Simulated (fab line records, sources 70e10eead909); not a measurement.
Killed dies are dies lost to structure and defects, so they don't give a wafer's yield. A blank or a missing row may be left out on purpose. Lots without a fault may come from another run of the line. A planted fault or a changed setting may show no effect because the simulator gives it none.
A struck lot beside a sound one | flow nand_harc | 16 steps out of a route of 1159
Sound: wafers L468.2, L468.5, L468.6. Struck: wafers L481.1, L481.2, L481.3. The cause comes at the end.
At each step with rows: each side's tool, then ch and its chambers, then its first start. Under that, the readings that differ: sound wafers | struck wafers | difference of the means | sigmas: that difference in standard deviations of wafers without a fault.
alike: readings whose means differ by less than 2 such deviations, and words and numbers that are the same on both sides. not compared: withheld readings, readings that some wafer has no value for, bounds like >300 that may hide the same value, and numbers for which the record gives no deviation and whose values overlap.
The two part at a step that has a row with sigmas, a row that says differs or no value, or rows on one side only. Numbers that don't overlap but have no deviation are shown without sigmas and don't part them. A reading that every wafer of one side lacks parts them only if that side has two wafers or more.

NHARC_A_WL_FILL_INSPECT_15:
  sound on defect_inspect-01, day 17 22:41; struck on defect_inspect-02, day 21 12:34
  alike: raw_defect_count
NHARC_A_CONTACT_DEP_24: deposits SiO2, target thk 500 nm.
  sound on pecvd-02 ch 0,1, day 17 22:49; struck on pecvd-02 ch 0,1,2, day 21 12:37
  alike: heater_power_w, throttle_valve_pct
NHARC_A_CONTACT_DEP_28: deposits aC, target thk 3600 nm.
  sound on acl_dep-02 ch 0, day 18 01:16; struck on acl_dep-01 ch 0, day 21 14:10
  alike: throttle_valve_pct
NHARC_A_CONTACT_DEP_29: deposits SiON, target thk 70 nm.
  sound on pecvd-03 ch 1,2, day 18 03:08; struck on pecvd-01 ch 0,1,2, day 21 16:26
  alike: heater_power_w
then, 7 steps without rows for these wafers: NHARC_A_CONTACT_DEHYDRATE_32 (time 120 s); NHARC_A_CONTACT_HMDS_33 (time 30 s); NHARC_A_CONTACT_COAT_34 (time 75 s); NHARC_A_CONTACT_COAT_35 (time 65 s); NHARC_A_CONTACT_COAT_36 (resist thk 90 nm); NHARC_A_CONTACT_SOFTBAKE_37 (time 55 s); NHARC_A_CONTACT_EBR_38.
NHARC_A_CONTACT_EXPOSE_39: exposes mask A CC 3.
  sound on arfi_scanner-01 ch 0, day 18 03:43; struck on arfi_scanner-03 ch 0, day 21 17:01
  reading              | sound             | struck            | difference | sigmas
  exposure_dose_mJ_cm2 | 58.82 58.82 58.80 | 72.23 72.15 72.26 | +13.40     | +99 or more
  alike: mask, reticle_temp_C, stage_vel_mm_s
then, 2 steps without rows for these wafers: NHARC_A_CONTACT_PEB_40 (peb time 65 s); NHARC_A_CONTACT_DEVELOP_41 (develop time 35 s).
NHARC_A_CONTACT_CD_MEAS_42: target cd 200 nm.
  sound on cd_sem-02 ch 0, day 18 03:52; struck on cd_sem-02 ch 0, day 21 17:09
  reading    | sound             | struck            | difference | sigmas
  cd_nm (nm) | 201.2 200.1 201.0 | 211.8 211.0 210.8 | +10.4      | +16
NHARC_A_CONTACT_OVL_MEAS_43:
  sound on overlay-01, day 18 03:56; struck on overlay-02, day 21 17:14
  reading           | sound       | struck         | difference | sigmas
  overlay_x_nm (nm) | 0.5 0.7 1.5 | -1.7 -1.7 -0.9 | -2.3       | -3
  alike: overlay_y_nm

WHERE THEY PART
First at NHARC_A_CONTACT_EXPOSE_39; last, within this record, at NHARC_A_CONTACT_OVL_MEAS_43.

WHY: what the simulator had put in
Process parameter drift: arfi_scanner-03, from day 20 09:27 on, at NHARC_A_CONTACT_EXPOSE_39. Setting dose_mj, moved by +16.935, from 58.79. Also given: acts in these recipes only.
